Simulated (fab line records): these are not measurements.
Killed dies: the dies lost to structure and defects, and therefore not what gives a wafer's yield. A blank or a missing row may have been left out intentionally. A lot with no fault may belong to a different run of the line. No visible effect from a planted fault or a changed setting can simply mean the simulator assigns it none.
A struck lot beside a sound one | flow nand_harc | 15 out of 1302 route steps
Sound: the wafers L864.1, L864.4, L864.5. Struck: wafer L867.6 (left out: L867.5, a lot-mate that was not struck); the cause follows at the end.
Order at every step that has rows: each side's tool, ch and its chambers, its first start. Under that, the readings that differ: sound wafers | struck wafers | difference of the means | sigmas: that difference in standard deviations of wafers without a fault.
alike: same words and numbers on both sides, and readings whose means sit less than 2 such deviations apart. not compared: any withheld reading, any reading some wafer has no value for, any bound like >300 that may hide the same value, and any number with overlapping values for which the record gives no deviation.
The two part at a step that has a row with sigmas, a row that says differs or no value, or rows on one side only. Numbers that have no deviation but don't overlap get no sigmas and don't part them. A reading that every wafer of one side lacks parts them only if that side has two wafers or more.

NHARC_A_ONON_D2_THK_MEAS_08: measures by ellipsometry.
  struck on film_metro-01, day 20 00:21; sound on film_metro-01, day 18 07:10
  alike: thk_nm
next comes 1 step that has no rows for these wafers: NHARC_A_ONON_D2_DEP_09 (target thickness 1000 nm).
NHARC_A_ONON_D2_THK_MEAS_11: measures by ellipsometry.
  struck on film_metro-02, day 20 00:55; sound on film_metro-01, day 18 07:44
  alike: thk_nm
next comes 1 step that has no rows for these wafers: NHARC_A_ONON_D2_DEP_12 (target thickness 1000 nm).
NHARC_A_ONON_D2_THK_MEAS_14: measures by ellipsometry.
  struck on film_metro-01, day 20 01:29; sound on film_metro-01, day 18 08:18
  alike: thk_nm
then, 2 steps without rows for these wafers: NHARC_A_ONON_D2_ANNEAL_15 (time 3600 s); NHARC_A_ONON_D2_DEP_16 (target thk 1000 nm).
NHARC_A_ONON_D2_THK_MEAS_18: measures by ellipsometry.
  struck on film_metro-01, day 20 09:49; sound on film_metro-02, day 18 16:25
  alike: thk_nm
next comes 1 step that has no rows for these wafers: NHARC_A_ONON_D2_DEP_19 (target thickness 1000 nm).
NHARC_A_ONON_D2_THK_MEAS_21: measures by ellipsometry.
  struck on film_metro-02, day 20 10:23; sound on film_metro-02, day 18 16:59
  reading     | sound          | struck | difference | sigmas
  thk_nm (nm) | 1026 1024 1024 | 992    | -33        | -3
next comes 1 step that has no rows for these wafers: NHARC_A_ONON_D2_DEP_22 (target thickness 1000 nm).
NHARC_A_ONON_D2_THK_MEAS_24: measures by ellipsometry.
  struck on film_metro-01, day 20 10:57; sound on film_metro-01, day 18 17:33
  alike: thk_nm
NHARC_A_ONON_D2_DEP_25: target thk 1000 nm.
  sound on pecvd_onon-04 ch 0, day 18 17:36; struck on pecvd_onon-03 ch 0, day 20 11:14
NHARC_A_ONON_D2_THK_MEAS_27: measures by ellipsometry.
  struck on film_metro-01, day 20 11:32; sound on film_metro-02, day 18 18:07
  reading     | sound       | struck | difference | sigmas
  thk_nm (nm) | 997 995 996 | 922    | -74        | -9
next comes 1 step that has no rows for these wafers: NHARC_A_ONON_D2_DEP_28 (target thickness 1000 nm).

WHERE THEY PART
Last at NHARC_A_ONON_D2_THK_MEAS_27 as far as this record goes, first at NHARC_A_ONON_D2_THK_MEAS_21.

WHY: what the simulator had put in
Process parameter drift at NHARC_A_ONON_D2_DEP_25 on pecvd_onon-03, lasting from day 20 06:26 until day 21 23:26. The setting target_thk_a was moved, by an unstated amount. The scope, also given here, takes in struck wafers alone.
